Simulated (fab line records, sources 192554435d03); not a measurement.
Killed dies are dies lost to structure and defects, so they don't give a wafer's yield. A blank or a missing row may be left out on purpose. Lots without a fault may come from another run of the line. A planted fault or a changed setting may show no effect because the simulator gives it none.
Chamber matching | flow n5_finfet | N5_BEOL_M1_PRE_CLEAN_60 on cvd_co-01: 3 sister chambers
The step time 15 s. 6 wafers are shown with their chamber, then 11 later ones without.

WAFERS WITH THEIR CHAMBER
wafer  | chamber | heater_power_w (W)
L085.3 | 0       | 74
L085.4 | 0       | 75
L085.5 | 2       | 73
L086.5 | 1       | 111
L086.6 | 2       | 72
L087.3 | 1       | 115

WAFERS WITHOUT THEIR CHAMBER
wafer  | heater_power_w (W)
L087.5 | 73
L087.6 | 74
L089.1 | 75
L089.3 | 118
L089.6 | 73
L092.1 | 76
L092.2 | 72
L092.3 | 112
L097.3 | 110
L097.4 | 72
L097.5 | 113

WHICH CHAMBER EACH WENT THROUGH
wafer  | from the rows above     | in truth
L087.5 | can't be placed: 2 or 0 | 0
L087.6 | can't be placed: 0 or 2 | 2
L089.1 | can't be placed: 0 or 2 | 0
L089.3 | 1                       | 1
L089.6 | can't be placed: 2 or 0 | 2
L092.1 | can't be placed: 0 or 2 | 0
L092.2 | can't be placed: 2 or 0 | 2
L092.3 | 1                       | 1
L097.3 | 1                       | 1
L097.4 | can't be placed: 2 or 0 | 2
L097.5 | 1                       | 1
Placed correctly: 4 of 11. Can't be placed from these rows: 7 (the true chamber is among the candidates in 7). Placed wrongly: 0.
How it was worked out, from the rows above alone: a wafer's distance from a chamber is the root of the sum, over the readings, of the square of ((its reading less the chamber's mean) divided by the reading's scatter). The wafer belongs to the nearest chamber; if the next one is less than 2 further off, it can't be placed. A chamber's mean is the mean of its shown wafers. The scatter: the root of (the sum of the squares of (reading less its chamber's mean) over the shown wafers, divided by (wafers less chambers)).
